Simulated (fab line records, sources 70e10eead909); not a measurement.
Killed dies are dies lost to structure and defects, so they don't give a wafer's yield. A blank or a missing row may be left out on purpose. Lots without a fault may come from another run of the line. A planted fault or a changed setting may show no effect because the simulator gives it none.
Chamber matching | flow nand_harc | NHARC_A_CHANNEL_FILL_D1_ALD_02 on ald_hk-04: 4 sister chambers
The step deposits SiO2, target thk 6 nm, pulse time 10 s, ald cycles 60. 4 wafers are shown with their chamber, then 9 later ones without.

WAFERS WITH THEIR CHAMBER
wafer  | chamber | heater_power_w (W)
L084.4 | 0       | 462
L083.3 | 2       | 452
L086.2 | 1       | 445
L086.5 | 3       | 438

WAFERS WITHOUT THEIR CHAMBER
wafer  | heater_power_w (W)
L089.3 | 452
L089.5 | 463
L089.6 | 444
L097.1 | 448
L097.2 | 468
L097.6 | 441
L095.1 | 465
L095.3 | 436
L095.5 | 440

WHICH CHAMBER EACH WENT THROUGH
wafer  | from the rows above     | in truth
L089.3 | 2                       | 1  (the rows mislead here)
L089.5 | 0                       | 0
L089.6 | can't be placed: 1 or 3 | 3
L097.1 | can't be placed: 1 or 2 | 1
L097.2 | 0                       | 0
L097.6 | can't be placed: 3 or 1 | 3
L095.1 | 0                       | 0
L095.3 | 3                       | 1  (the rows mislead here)
L095.5 | can't be placed: 3 or 1 | 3
Placed correctly: 3 of 9. Can't be placed from these rows: 4 (the true chamber is among the candidates in 4). Placed wrongly: 2.
How it was worked out, from the rows above alone: a wafer's distance from a chamber is the root of the sum, over the readings, of the square of ((its reading less the chamber's mean) divided by the reading's scatter). The wafer belongs to the nearest chamber; if the next one is less than 2 further off, it can't be placed. A chamber's mean is the mean of its shown wafers. The scatter: with one shown wafer a chamber, the root of the mean of the squares of how far each hidden wafer lies from its nearest shown one.
